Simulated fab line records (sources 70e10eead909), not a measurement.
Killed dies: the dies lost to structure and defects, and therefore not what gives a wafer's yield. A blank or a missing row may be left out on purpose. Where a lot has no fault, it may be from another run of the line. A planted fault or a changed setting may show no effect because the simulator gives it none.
fab line records	flow nandHarc
record lots=7	wafers=21	lastDay=33
route steps=1302 shown P_ZERO_WELL@5 END@1302
lots untouched by any fault: they come from a run of this same line in which no faults occurred
startH: start of the lot's first displayed wafer, in hours after the record's first day	waitH: hours elapsed since this lot's preceding step	" the same as in the row above	L1.1+2: a single row standing in for several wafers	- either no value or no given start	* or withheld: withheld	< > ~ a bound
route shown NAME@n: NAME is a module with steps in the file, n the number in the route of the first one	usual: mean and standard deviation over wafers with no fault	same: alike in all rows	chamber/n: place in a boat	sites: readings site by site	_std_site: standard deviation of those values	_edge_site: mean of outer sites minus mean of inner sites	radiusMm: how far each site lies from the wafer's centre	mask NAME#n: copy n	behind: the last tool/chamber to shape the wafer	hold: why the lot went on hold/how many hours it stayed there/how the hold came to an end	device: transistor that didn't switch, given as n, p or np	end of line: the tests these same wafers got at the end of their route	a step given without rows: its recipe and nothing more	killed: not the wafer's yield, but the dies lost to structure and defects at the first sort	map: shows each die of a wafer: x if killed, . if not, _ if none is there
set.NAME: the setting that was run; set.NAME@STEP: the one run at that earlier step	model.NAME: the simulator's own value behind a step, which no gauge read
lots at some steps of the route; a table a step, a row a wafer
services: the hour from which a tool's chamber was out of use, counted from the record's first day as startH (under 0 if before that day), plus the number of hours and why
## steps
# step NHARC_P_ZERO_WELL_DEHYDRATE_03
# recipe tempC=150	timeS=120
# step NHARC_P_ZERO_WELL_HMDS_04
# recipe timeS=30
# step NHARC_P_ZERO_WELL_COAT_64
# recipe tempC=200	timeS=65
# step NHARC_P_ZERO_WELL_COAT_05
# recipe spinRpm=2000	resistThkNm=600
# step NHARC_P_ZERO_WELL_SOFTBAKE_06
# recipe tempC=125	timeS=70
# step NHARC_P_ZERO_WELL_EBR_07
# step NHARC_P_ZERO_WELL_EXPOSE_08
# recipe na=0.55	targetCdNm=500	doseMj=33.8	maskId=P_ZERO
# step NHARC_P_ZERO_WELL_PEB_09
# recipe pebTempC=128	pebTimeS=80
# step NHARC_P_ZERO_WELL_DEVELOP_10
# recipe timeS=50	devTempC=22
# step NHARC_P_ZERO_WELL_CD_MEAS_11
# recipe targetCdNm=500	landingEnergyEv=500
# usual cdNm=499.7/2.2
lot.wafer	tool	chamber	startH	waitH	cdNm
L707.1	cdSem-02	0	51.24	-	502.8
L707.2	"	0	"	"	499.5
L707.5	"	0	"	"	499.1
L716.1	cdSem-01	0	141.24	-	499.8
L716.4	"	0	"	"	497.6
L716.5	"	0	"	"	502.9
L717.1	cdSem-02	0	151.24	-	500.5
L717.2	"	0	"	"	500.9
L717.5	"	0	"	"	502.6
L718.2	cdSem-02	0	161.26	-	500.3
L718.3	"	0	"	"	497.8
L718.6	"	0	"	"	502.9
L719.2	cdSem-02	0	171.26	-	502.7
L719.3	"	0	"	"	497.8
L719.5	"	0	"	"	503.8
L723.1	cdSem-03	0	211.24	-	496.6
L723.2	"	0	"	"	499.6
L723.5	"	0	"	"	499.3
L727.1	cdSem-02	0	251.15	-	501.7
L727.3	"	0	"	"	500.2
L727.6	"	0	"	"	500.0
# step NHARC_P_ZERO_WELL_HARDBAKE_12
# recipe tempC=118	timeS=65
# step NHARC_P_ZERO_WELL_DESCUM_13
# recipe timeS=3	o2FlowSccm=200	arFlowSccm=0	biasPowerW=0	chemistry=O2
# usual drypumpMotorCurrentA=5.8/0.37	oesProductAu=1.001/0.0099	rfVppV=57.9/0.94	showerheadPlenumPTorr=1.93/0.085	throttleValvePct=11.311/0.01
lot.wafer	tool	chamber	startH	waitH	drypumpMotorCurrentA	oesProductAu	rfHoursCounterH	rfVppV	showerheadPlenumPTorr	throttleValvePct
L707.1	rieDiel-09	2	51.42	-	6.3	1.001	24	59.3	2.03	11.298
L707.2	"	3	"	"	5.0	0.998	23	58.0	1.87	11.311
L707.5	"	1	"	"	5.5	0.996	-	58.0	1.97	11.323
L716.1	rieDiel-13	3	141.40	-	5.9	1.011	51	59.1	1.95	11.311
L716.4	"	0	"	"	5.9	0.993	45	57.4	2.00	11.322
L716.5	"	3	"	"	5.9	1.009	-	58.3	1.95	11.313
L717.2	rieDiel-13	3	151.78	-	5.9	1.009	54	57.4	1.95	11.321
L717.1	"	1	"	"	6.0	0.974	48	58.9	1.99	11.297
L717.5	"	0	"	"	5.9	1.003	-	57.4	2.00	11.313
L718.3	rieDiel-13	1	161.50	-	5.9	0.971	51	59.3	1.99	11.307
L718.2	"	0	"	"	5.8	0.980	51	58.2	2.00	11.307
L718.6	"	2	"	"	5.8	0.983	-	58.8	1.86	11.321
L719.3	rieDiel-09	3	171.47	-	5.0	1.002	9	55.8	1.86	11.319
L719.2	"	0	"	"	6.2	1.003	9	58.7	2.07	11.304
L719.5	"	1	"	"	5.5	1.010	-	58.3	1.96	11.305
L723.2	rieDiel-02	3	211.41	-	5.7	1.015	53	57.5	1.95	11.282
L723.1	"	1	"	"	5.1	1.002	57	59.8	2.01	11.310
L723.5	"	2	"	"	5.6	1.017	-	57.7	1.78	11.326
L727.1	rieDiel-13	1	251.32	-	5.9	0.997	21	57.6	1.98	11.309
L727.3	"	3	"	"	5.9	1.016	19	58.7	1.95	11.313
L727.6	"	1	"	"	5.9	0.989	-	57.6	1.98	11.309
# step NHARC_P_ZERO_WELL_ETCH_65
# recipe targetDepthA=800	overetchA=240	timeS=87.88	ionEnergyEv=200	n2FlowSccm=150	h2FlowSccm=150	arFlowSccm=0	rfW=400	biasW=150	chemistry=N2/H2
# usual drypumpMotorCurrentA=5.8/0.39	oesProductAu=1.003/0.01	rfFwdPowerW=397.0/1.5	rfVppV=431.1/2.7	runLengthS=109.4/0.47	showerheadPlenumPTorr=2.06/0.091	throttleValvePct=14.171/0.008
lot.wafer	tool	chamber	startH	waitH	drypumpMotorCurrentA	oesProductAu	rfFwdPowerW	rfHoursCounterH	rfVppV	runLengthS	showerheadPlenumPTorr	throttleValvePct
L707.1	rieDiel-09	1	51.48	0.1	5.5	1.004	395.4	27	432.6	109.6	2.10	14.172
L707.2	"	2	"	"	6.3	1.008	397.2	24	433.8	110.0	2.17	14.185
L707.5	"	1	"	"	5.5	1.009	396.1	-	432.5	110.1	2.11	14.166
L716.4	rieDiel-13	0	141.48	0.1	5.8	0.997	395.9	45	434.3	109.4	2.14	14.180
L716.1	"	3	"	"	5.9	1.009	-	52	431.7	95.0	2.08	14.184
L716.5	"	0	"	"	5.9	1.000	396.7	-	434.7	109.3	2.14	14.173
L717.2	rieDiel-13	0	151.86	0.1	5.9	0.995	396.6	48	432.8	109.5	2.14	14.158
L717.1	"	3	"	"	5.9	1.013	-	54	431.5	95.1	2.08	14.178
L717.5	"	0	"	"	5.9	0.995	396.7	-	433.0	109.7	2.14	14.171
L718.3	rieDiel-13	2	161.90	0.4	5.8	0.998	398.8	54	428.9	109.1	1.98	14.168
L718.2	"	0	"	"	5.9	0.996	397.3	51	433.4	109.3	2.14	14.177
L718.6	"	3	"	"	5.9	1.014	-	-	430.3	94.9	2.08	14.166
L719.2	rieDiel-09	0	171.55	0.1	6.2	1.009	398.4	9	435.3	110.1	2.22	14.162
L719.3	"	2	"	"	6.3	1.011	399.3	8	435.5	109.5	2.15	14.175
L719.5	"	0	"	"	6.2	0.990	398.3	-	435.8	109.7	2.22	14.169
L723.2	rieDiel-02	3	211.49	0.1	5.7	1.014	396.5	53	433.4	109.4	2.08	14.166
L723.1	"	0	"	"	6.3	1.005	395.8	54	427.5	110.0	1.95	14.177
L723.5	"	0	"	"	6.2	1.016	396.4	-	428.3	109.6	1.95	14.165
L727.3	rieDiel-13	0	251.39	0.1	5.9	0.998	397.4	19	432.2	109.7	2.13	14.169
L727.1	"	1	"	"	5.9	1.012	395.0	21	434.2	108.7	2.11	14.153
L727.6	"	0	"	"	5.9	1.009	395.4	-	432.7	110.0	2.13	14.180
# step NHARC_P_ZERO_WELL_ETCH_62
# recipe targetDepthA=130	timeS=6.5	chf3FlowSccm=50	arFlowSccm=200	rfW=500	biasW=200	chemistry=CHF3/Ar
# usual drypumpMotorCurrentA=5.8/0.38	oesProductAu=0.962/0.017	rfFwdPowerW=488.3/1.9	rfVppV=371.0/2.5	runLengthS=27.6/0.37	showerheadPlenumPTorr=2.36/0.1	throttleValvePct=20.217/0.0088
lot.wafer	tool	chamber	startH	waitH	drypumpMotorCurrentA	oesProductAu	rfFwdPowerW	rfHoursCounterH	rfVppV	runLengthS	showerheadPlenumPTorr	throttleValvePct
L707.2	rieDiel-09	1	-	-	5.5	0.956	489.8	27	372.2	27.9	2.41	20.232
L707.1	"	2	"	"	6.4	0.975	489.3	24	374.2	27.8	2.48	20.195
L707.5	"	0	"	"	6.2	0.961	491.2	-	367.2	27.9	2.18	20.218
L716.1	rieDiel-13	0	-	-	5.9	0.952	488.5	45	373.5	27.4	2.45	20.204
L716.4	"	1	"	"	5.9	0.963	487.6	44	372.9	27.7	2.43	20.220
L716.5	"	3	"	"	5.9	0.951	488.0	-	371.6	27.6	2.39	20.215
L717.2	rieDiel-13	0	-	-	5.8	0.957	487.2	48	374.2	27.9	2.45	20.230
L717.1	"	1	"	"	5.9	0.962	485.9	48	372.5	27.2	2.43	20.216
L717.5	"	1	"	"	5.9	0.960	488.4	-	373.2	27.2	2.43	20.222
L718.2	rieDiel-13	3	-	-	5.9	0.935	490.1	57	371.9	28.5	2.39	20.213
L718.3	"	1	"	"	5.9	0.916	485.9	52	372.5	27.0	2.43	20.222
L718.6	"	0	"	"	5.9	0.927	488.1	-	372.9	28.1	2.45	20.215
L719.3	rieDiel-09	0	-	-	6.2	0.967	492.0	9	374.5	27.9	2.53	20.219
L719.2	"	3	"	"	5.0	0.970	491.7	9	368.1	27.9	2.28	20.217
L719.5	"	0	"	"	6.2	0.961	492.0	-	375.7	27.8	2.53	20.204
L723.1	rieDiel-02	2	-	-	5.6	0.958	489.4	54	365.6	27.7	2.18	20.212
L723.2	"	0	"	"	6.3	0.985	489.0	54	367.4	28.4	2.24	20.228
L723.5	"	2	"	"	5.7	0.966	487.0	-	366.8	27.6	2.18	20.215
L727.3	rieDiel-13	3	-	-	5.9	0.993	488.0	19	370.1	27.8	2.38	20.220
L727.1	"	1	"	"	6.0	0.966	486.1	21	373.4	27.5	2.42	20.211
L727.6	"	0	"	"	5.9	0.975	489.7	-	371.4	27.5	2.44	20.205
# step NHARC_END_SORT_01
# recipe tempC=25
# usual killedAtArray=58/18	killedAtOther=1.0/1.5	killedAtPeriphery=4/3.1	killedDies=64/18	killedOpen=3.4/1.9	killedShort=2.7/1.7
# same grossDies=677
lot.wafer	tool	chamber	startH	waitH	killedAtArray	killedAtOther	killedAtPeriphery	killedDies	killedOpen	killedShort
L716.1	prober-02	0	670.57	2.5	59	1	7	67	4	3
L716.4	prober-02	0	672.96	3.4	45	1	0	46	1	1
L716.5	prober-02	0	673.76	3.7	55	0	3	58	2	0
L719.2	prober-01	0	701.18	2.8	64	0	1	65	3	5
L719.3	prober-01	0	701.98	3.1	73	0	6	79	5	0
L719.5	prober-01	0	703.58	3.7	59	0	6	65	5	3
L717.1	prober-01	0	710.90	2.5	68	0	3	71	4	1
L717.2	prober-01	0	711.70	2.8	70	0	3	73	4	1
L717.5	prober-01	0	714.09	3.7	83	0	4	87	3	2
L718.2	prober-02	0	711.72	2.8	42	0	3	45	4	2
L718.3	prober-02	0	712.51	3.1	40	0	6	46	4	3
L718.6	prober-02	0	714.89	4.0	30	0	3	33	2	2
L723.1	prober-02	0	747.84	2.5	85	1	2	88	3	4
L723.2	prober-02	0	748.64	2.8	97	1	2	100	1	6
L723.5	prober-02	0	751.05	3.7	93	1	3	97	6	3
L727.1	prober-02	0	796.03	2.5	30	0	2	32	5	2
L727.3	prober-02	0	797.66	3.1	45	1	2	48	2	3
L727.6	prober-02	0	800.11	4.1	42	1	2	45	0	4
# killed by level:class
L716.1 A_SLIT:chamberFilmFlake=28 A_CHANNEL_HOLE_D2:chamberFilmFlake=13 A_CHANNEL_HOLE_D1:chamberFilmFlake=6 A_CONTACT:chamberFilmFlake=4 P_BONDPAD:chamberFilmFlake=3 A_BLC:chamberFilmFlake=3 P_M0:geometricParticle:open=2 P_CONTACT:geometricParticle:short=1
L716.4 A_SLIT:chamberFilmFlake=22 A_CHANNEL_HOLE_D2:chamberFilmFlake=10 A_CHANNEL_HOLE_D1:chamberFilmFlake=4 A_STAIRCASE:chamberFilmFlake=3 A_CONTACT:chamberFilmFlake=2 A_SGD_CUT:geometricParticle:short=1 A_CONTACT:geometricParticle:open=1 A_WL_FILL:chamberFilmFlake=1
L716.5 A_SLIT:chamberFilmFlake=28 A_CHANNEL_HOLE_D2:chamberFilmFlake=7 A_CHANNEL_HOLE_D1:chamberFilmFlake=6 A_CONTACT:chamberFilmFlake=4 A_STAIRCASE:chamberFilmFlake=3 A_BONDPAD:chamberFilmFlake=3 P_BONDPAD:chamberFilmFlake=2 A_SOURCE_PLATE:geometricParticle:open=1
L719.2 A_SLIT:chamberFilmFlake=24 A_CHANNEL_HOLE_D2:chamberFilmFlake=16 A_STAIRCASE:chamberFilmFlake=4 A_M0:geometricParticle:open=3 A_CHANNEL_HOLE_D1:chamberFilmFlake=3 A_CHANNEL_FILL_D2:chamberFilmFlake=3 A_WL_FILL:chamberFilmFlake=3 A_CHANNEL_FILL_D1:geometricParticle:short=2
L719.3 A_SLIT:chamberFilmFlake=30 A_CHANNEL_HOLE_D2:chamberFilmFlake=22 A_CHANNEL_HOLE_D1:chamberFilmFlake=4 A_STAIRCASE:chamberFilmFlake=4 A_WL_FILL:chamberFilmFlake=3 A_BLC:geometricParticle:open=2 P_ZERO_WELL:chamberFilmFlake=2 P_GATE:chamberFilmFlake=2
L719.5 A_SLIT:chamberFilmFlake=29 A_CHANNEL_HOLE_D2:chamberFilmFlake=13 A_CHANNEL_HOLE_D1:chamberFilmFlake=3 A_WL_FILL:chamberFilmFlake=3 P_ZERO_WELL:chamberFilmFlake=2 A_CONTACT:chamberFilmFlake=2 P_M0:geometricParticle:open=1 P_M0:geometricParticle:short=1
L717.1 A_SLIT:chamberFilmFlake=31 A_CHANNEL_HOLE_D1:chamberFilmFlake=30 A_BLC:geometricParticle:open=2 P_GATE:chamberFilmFlake=2 A_CHANNEL_FILL_D1:geometricParticle:short=1 A_ONON_D2:geometricParticle:open=1 A_M0:geometricParticle:open=1 P_M0:chamberFilmFlake=1
L717.2 A_SLIT:chamberFilmFlake=34 A_CHANNEL_HOLE_D1:chamberFilmFlake=24 P_GATE:chamberFilmFlake=3 A_BLC:geometricParticle:open=2 A_DECK1_JOINT:chamberFilmFlake=2 A_STAIRCASE:chamberFilmFlake=2 A_CONTACT:chamberFilmFlake=2 A_ONON_D1:geometricParticle:short=1
L718.2 A_SLIT:chamberFilmFlake=10 A_CHANNEL_HOLE_D1:chamberFilmFlake=7 A_STAIRCASE:chamberFilmFlake=5 A_CHANNEL_FILL_D1:chamberFilmFlake=4 A_CONTACT:chamberFilmFlake=3 A_M1:chamberFilmFlake=3 A_DECK1_JOINT:geometricParticle:open=2 P_STI:chamberFilmFlake=2
L718.3 A_CONTACT:chamberFilmFlake=11 A_SLIT:chamberFilmFlake=6 A_CHANNEL_HOLE_D1:chamberFilmFlake=5 A_WL_FILL:chamberFilmFlake=5 A_STAIRCASE:chamberFilmFlake=3 P_CONTACT:chamberFilmFlake=2 A_M1:chamberFilmFlake=2 P_GATE:geometricParticle:short=1
L717.5 A_CHANNEL_HOLE_D1:chamberFilmFlake=38 A_SLIT:chamberFilmFlake=31 A_CONTACT:chamberFilmFlake=4 A_STAIRCASE:chamberFilmFlake=3 P_GATE:chamberFilmFlake=2 A_CHANNEL_FILL_D2:chamberFilmFlake=2 P_GATE:geometricParticle:open=1 A_CHANNEL_FILL_D1:geometricParticle:short=1
L718.6 A_CHANNEL_HOLE_D1:chamberFilmFlake=5 A_WL_FILL:chamberFilmFlake=5 A_CONTACT:chamberFilmFlake=4 A_CHANNEL_FILL_D1:chamberFilmFlake=3 A_SLIT:chamberFilmFlake=3 P_CONTACT:chamberFilmFlake=2 A_STAIRCASE:chamberFilmFlake=2 A_SGD_CUT:chamberFilmFlake=2
L723.1 A_SLIT:chamberFilmFlake=30 A_CHANNEL_HOLE_D1:chamberFilmFlake=29 A_CHANNEL_HOLE_D2:chamberFilmFlake=14 A_WL_FILL:geometricParticle:short=2 A_CHANNEL_FILL_D2:chamberFilmFlake=2 A_WL_FILL:chamberFilmFlake=2 P_CONTACT:geometricParticle:short=1 P_M2:geometricParticle:open=1
L723.2 A_CHANNEL_HOLE_D1:chamberFilmFlake=38 A_SLIT:chamberFilmFlake=25 A_CHANNEL_HOLE_D2:chamberFilmFlake=20 A_CONTACT:chamberFilmFlake=3 A_STAIRCASE:chamberFilmFlake=3 A_WL_FILL:chamberFilmFlake=2 P_M0:geometricParticle:short=1 A_CHANNEL_HOLE_D1:geometricParticle:short=1
L723.5 A_CHANNEL_HOLE_D1:chamberFilmFlake=35 A_SLIT:chamberFilmFlake=27 A_CHANNEL_HOLE_D2:chamberFilmFlake=19 A_CHANNEL_FILL_D1:geometricParticle:open=2 A_CONTACT:chamberFilmFlake=2 P_CONTACT:geometricParticle:open=1 A_CHANNEL_FILL_D1:geometricParticle:short=1 A_DECK1_JOINT:geometricParticle:short=1
L727.1 A_CHANNEL_HOLE_D1:chamberFilmFlake=10 A_CONTACT:chamberFilmFlake=9 A_SLIT:chamberFilmFlake=3 A_SGD_CUT:geometricParticle:open=2 A_STAIRCASE:chamberFilmFlake=2 P_M0:geometricParticle:open=1 A_CHANNEL_HOLE_D1:geometricParticle:open=1 A_CHANNEL_FILL_D2:geometricParticle:short=1
L727.3 A_CHANNEL_HOLE_D1:chamberFilmFlake=15 A_CONTACT:chamberFilmFlake=11 A_SLIT:chamberFilmFlake=10 A_WL_FILL:chamberFilmFlake=2 A_DECK1_JOINT:geometricParticle:short=1 A_ONON_D2:geometricParticle:open=1 A_ONON_D2:geometricParticle:short=1 A_CHANNEL_FILL_D2:geometricParticle:short=1
L727.6 A_CHANNEL_HOLE_D1:chamberFilmFlake=16 A_CONTACT:chamberFilmFlake=10 A_SLIT:chamberFilmFlake=9 A_CHANNEL_HOLE_D2:chamberFilmFlake=2 A_ONON_D1:geometricParticle:short=1 A_ONON_D2:geometricParticle:short=1 A_CONTACT:geometricParticle:short=1 STARTING-WAFER:geometricParticle:short=1
## services
tool	chamber	startH	hours	kind
rieDiel-13	0	37.61	6.7	repair
rieDiel-02	-	39.83	9.0	pm
rieDiel-13	0	46.05	-	clean
rieDiel-13	1	46.05	-	clean
rieDiel-13	2	46.05	-	clean
rieDiel-13	3	46.05	-	clean
rieDiel-02	0	56.56	6.6	repair
rieDiel-09	0	58.54	12.4	repair
rieDiel-13	0	70.65	-	clean
rieDiel-13	1	70.65	-	clean
rieDiel-13	2	70.65	-	clean
rieDiel-13	3	70.65	-	clean
rieDiel-02	2	80.54	1.2	repair
rieDiel-09	-	82.48	0.4	repair
rieDiel-13	0	95.16	-	clean
rieDiel-09	3	115.86	2.5	repair
rieDiel-13	0	130.13	4.5	repair
rieDiel-09	-	143.44	9.0	pm
rieDiel-13	-	165.00	9.0	pm
rieDiel-02	1	178.38	1.9	repair
rieDiel-09	3	184.09	7.9	repair
rieDiel-02	3	190.03	5.8	repair
rieDiel-02	-	217.00	9.0	pm
rieDiel-02	-	248.82	0.7	repair
## key
firstSign step=NHARC_P_ZERO_WELL_ETCH_65	reading=runLengthS	direction=down	sigmas=31	usual=*	struck=*
effect none on later readings
metAt NHARC_P_ZERO_WELL_ETCH_65
struckWafers L716.1,L717.1,L718.6
testerLeftOut L716,L717,L718
fault kind=processParameterDrift	tool=rieDiel-13	chamber=3	onsetH=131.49	steps=NHARC_P_ZERO_WELL_ETCH_65	channel=timeS	offset=*	shape=step	endH=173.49	actsIn=*	stated=*
# testerLeftOut: of these lots the tester's yield and bins aren't shown, on N5 and GAA mostly nor the transistor test; their killed dies are dies lost to structure and defects alone, not to doping, threshold or leakage, so they don't give the yield
